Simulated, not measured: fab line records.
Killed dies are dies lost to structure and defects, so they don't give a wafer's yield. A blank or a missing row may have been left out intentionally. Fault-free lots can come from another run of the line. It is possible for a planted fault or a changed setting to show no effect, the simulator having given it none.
Problem report in the 8D (eight disciplines) form, filled by code :: flow n5 finfet :: the parts of the form that need people (team, actions taken, sign-off) are left out

## 1. WHAT IS WRONG
Wafers without a fault read 13, standard deviation 5.8; raw defect count at N5_STI_FIN_REVEAL_INSPECT_13 reads a mean of 296 on 9 wafers belonging to 3 lots. Measured from the usual mean, that is +49 standard deviations.
The step: inspects for defects (darkfield).
First seen on wafer L627.1, day 5 02:57, on defect inspect-02. The record has a number at this step for 14 wafers belonging to 5 lots. The rule behind "out" and "out of limits": a value lying over 4 standard deviations away from the usual mean. The rest of the wafers with a number are treated as sound.

## 2. WHAT IT IS, WHAT IT ISN'T
question: which readings at this step
is: raw defect count
is not: -

question: which lots
is: L627, L628, L630
is not: L639, L640

question: which wafers of those lots
is: all that have a number
is not: -

question: read on which gauges
is: defect inspect-01, defect inspect-02
is not: -

question: when
is: from day 5 02:57
is not: up to then (0 sound wafers); but 5 sound wafers of L639, L640 came after

## 3. THE SUSPECTS, EACH WITH WHAT RULES IT OUT
Counting: a tool stays on the suspect list if, at a process step up to the reading, it processed all lots that are out and no sound lot following the first of them.
- ruled out: the gauge at N5_STI_FIN_REVEAL_INSPECT_13. The wafers that are out were read on 2 gauges (defect inspect-01, defect inspect-02).
- remote plasma-02 at N5_STI_FIN_REVEAL_PRECLEAN_17 (cleans in NF3:NH3, afs cycles 1, time 20 s, sublimation time 60 s): ruled out as a lasting fault. The sound lots L639, L640 went through it after L627, its earliest lot that is out (day 5 02:02).
Left after counting: nothing in the record.

## 4. THE CAUSE (what the simulator had put in)
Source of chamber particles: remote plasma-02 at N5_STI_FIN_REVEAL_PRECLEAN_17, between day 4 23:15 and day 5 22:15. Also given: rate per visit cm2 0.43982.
The count ruled it out by mistake, since the rule takes a fault to strike every lot its tool runs from the start of the fault on, and this one did not do so.

## 5. SEQUENCE OF EFFECTS, ordered by route
Each row: a reading whose mean over the struck wafers that have a number lies more than 3 standard deviations from the usual. Only readings for which the record gives a usual standard deviation are gone through. hours: the time from each lot's start at the first step in this table that gives one to its start at this step, as a median over the lots. sigmas: the change in usual standard deviations.
hours: 0
step: N5_STI_FIN_REVEAL_INSPECT_13
reading: raw defect count
usual: 13
on struck wafers: 296
change: +283
sigmas: +49

hours: 280
step: N5_PASSIVATION_PROBE_49
reading: defect limited yield
usual: 91.2 %
on struck wafers: 86.7
change: -4.5
sigmas: -3.2

hours: 280
step: N5_PASSIVATION_PROBE_49
reading: killed at front end
usual: 38
on struck wafers: 99
change: +61
sigmas: +6.1

hours: 280
step: N5_PASSIVATION_PROBE_49
reading: killed dies
usual: 104
on struck wafers: 157
change: +53
sigmas: +3.1

hours: 280
step: N5_PASSIVATION_PROBE_49
reading: killed on rim
usual: 14
on struck wafers: 27
change: +13
sigmas: +3.3

hours: 280
step: N5_PASSIVATION_PROBE_49
reading: sort_bin_5_function
usual: 5.2 %
on struck wafers: 8.5
change: +3.3
sigmas: +3.3
It contains these process steps:
- N5_PASSIVATION_PROBE_49
Later measuring or inspecting steps at which every struck wafer that the step has a row for has a number for every such reading, and none has moved that far: N5_BEOL_M4_RC_MEAS_101.

## 6. WHAT WOULD HAVE CAUGHT IT SOONER
4 hours passed between the start of the fault at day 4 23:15 and the first reading out of limits at a measuring or inspecting step in this record, taken at day 5 02:57.
Of the tool readings at N5_STI_FIN_REVEAL_PRECLEAN_17 for which the record gives a usual standard deviation, none was out on any struck wafer, so an alarm limit of 4 standard deviations on them would not have fired.
